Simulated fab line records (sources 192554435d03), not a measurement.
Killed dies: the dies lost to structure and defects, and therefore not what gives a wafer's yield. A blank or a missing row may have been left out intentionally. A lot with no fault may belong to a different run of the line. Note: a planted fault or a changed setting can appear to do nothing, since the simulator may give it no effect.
Lot-split experiment | flow n5_finfet | 21 wafers read across 7 lots, on a route 1938 steps long

## THE SPLIT ITSELF
At N5_BEOL_M4_COAT_05 (resist thk 30 nm), the setting spin_rpm was moved away from the recipe's 1500 rpm on 5 of the 21 wafers read, by -6.5% to +10.5%. The other wafers ran this setting at the recipe's value.

## FROM THE SPLIT TO THE READING: what the file shows between them, 6 steps
- N5_BEOL_M4_EBR_07
- N5_BEOL_M4_SOFTBAKE_06: time 60 s
- N5_BEOL_M4_EXPOSE_08: exposes mask M4
- N5_BEOL_M4_PEB_09: peb time 60 s
- N5_BEOL_M4_DEVELOP_10: develop time 30 s
- N5_BEOL_M4_DESCUM_16: chemistry O2, time 7 s

## THE READING
CAR-EUV_of_BEOL_M4_COAT_05.thk_nm (the simulator's own value, which no gauge read), in nm, at N5_BEOL_M4_ETCH_74 (etches underlayer in N2/H2, target depth 6.5 nm, time 5.2 s). The file does not state a usual value for it. Across the 16 wafers here that went through the recipe, the average is 20.4 nm and the standard deviation 0.12 nm.

wafer  | tool, chamber at the split | spin_rpm as run, rpm | against the recipe | CAR-EUV_of_BEOL_M4_COAT_05.thk_nm, nm | against lot-mates on the recipe
L074.1 | litho_track-02, 0          | 1657                 | +10.5%             | 18.8                                  | -1.6
L074.3 | litho_track-02, 0          | 1500                 | recipe             | 20.4                                  | -
L074.5 | litho_track-02, 0          | 1500                 | recipe             | 20.4                                  | -
L079.1 | litho_track-02, 0          | 1500                 | recipe             | 20.4                                  | -
L079.4 | litho_track-02, 0          | 1500                 | recipe             | 20.4                                  | -
L079.5 | litho_track-02, 0          | 1500                 | recipe             | 20.4                                  | -
L078.3 | litho_track-03, 0          | 1500                 | recipe             | 20.4                                  | -
L078.4 | litho_track-03, 0          | 1500                 | recipe             | 20.4                                  | -
L078.5 | litho_track-03, 0          | 1402                 | -6.5%              | 21.6                                  | +1.2
L086.3 | litho_track-05, 0          | 1500                 | recipe             | 20.6                                  | -
L086.4 | litho_track-05, 0          | 1500                 | recipe             | 20.6                                  | -
L086.6 | litho_track-05, 0          | 1500                 | recipe             | 20.6                                  | -
L090.1 | litho_track-02, 0          | 1500                 | recipe             | 20.2                                  | -
L090.6 | litho_track-02, 0          | 1500                 | recipe             | 20.2                                  | -
L090.5 | litho_track-02, 0          | 1500                 | recipe             | 20.4                                  | -
L091.1 | litho_track-03, 0          | 1500                 | recipe             | 20.4                                  | -
L091.3 | litho_track-03, 0          | 1500                 | recipe             | 20.4                                  | -
L091.5 | litho_track-03, 0          | 1500                 | recipe             | 20.6                                  | -
L094.1 | litho_track-05, 0          | 1590                 | +6.0%              | 19.6                                  | no lot-mate on the recipe
L094.3 | litho_track-05, 0          | 1590                 | +6.0%              | 19.6                                  | no lot-mate on the recipe
L094.6 | litho_track-05, 0          | 1590                 | +6.0%              | 19.6                                  | no lot-mate on the recipe

THE FIT
A straight line over all 21 wafers: CAR-EUV_of_BEOL_M4_COAT_05.thk_nm changes by -0.154 nm for each +1% of spin_rpm; r = -0.98; the points scatter about the line by 0.12 nm.
The same after taking each lot's own level away (the mean of its wafers on the recipe; 18 wafers): -0.162 nm for each +1%; r = -0.99; scatter 0.07 nm.
The reading moves by 1.7 nm for the largest change in spin_rpm, on that fit.
Measured against the standard deviation above, the lots' own levels, which go from 20.27 to 20.60 nm, span 2.8 times it.
So the lot-to-lot level changes the slope little: the two slopes agree.
Check: for one of the wafers moved furthest among these (+10.5%), held out of the fit, the line's prediction against its lot-mates is -1.92 nm. Against them it came out at -1.6 nm.

## THESE WAFERS: OTHER SPLITS
Before the reading, these wafers also passed through other splits. Each is held against what the fit with the lots' levels taken away leaves over:
other split on the same wafers          | wafers away from the commonest value | r with CAR-EUV_of_BEOL_M4_COAT_05.thk_nm (lot level and that fit taken away)
N5_BEOL_M0_SAQP_SPACER1_ALD_98 temp_c   | 9                                    | +0.22
N5_BEOL_M0_SAQP_ETCH_106 target_depth_a | 6                                    | +0.29
N5_BEOL_M1_ETCH_64 time_s               | 9                                    | -0.39
N5_BEOL_M1_COAT_67 spin_rpm             | 7                                    | -0.16
N5_BEOL_M2_DESCUM_16 time_s             | 9                                    | -0.02
N5_BEOL_M2_DEP_57 time_s                | 10                                   | -0.32

## THE WHOLE CHAIN: every reading that the file lists as answering this split, in the file's order
step                  | what it does                                                | reading                                                                            | change (the file's fit)               | r (the file's)
N5_BEOL_M4_COAT_05    | resist thk 30 nm                                            | CAR-EUV_of_BEOL_M4_COAT_05.thk_nm (the simulator's own value, which no gauge read) | -0.146 nm for each +1% of the setting | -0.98
N5_BEOL_M4_DEVELOP_10 | develop time 30 s                                           | CAR-EUV_of_BEOL_M4_COAT_05.thk_nm (the simulator's own value, which no gauge read) | -0.139 nm for each +1% of the setting | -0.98
N5_BEOL_M4_ETCH_74    | etches underlayer in N2/H2, target depth 6.5 nm, time 5.2 s | CAR-EUV_of_BEOL_M4_COAT_05.thk_nm (the simulator's own value, which no gauge read) | -0.162 nm for each +1% of the setting | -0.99

## THE FILE'S OWN FIT
CAR-EUV_of_BEOL_M4_COAT_05.thk_nm changes by -0.162 nm for each +1% of spin_rpm, r = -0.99.
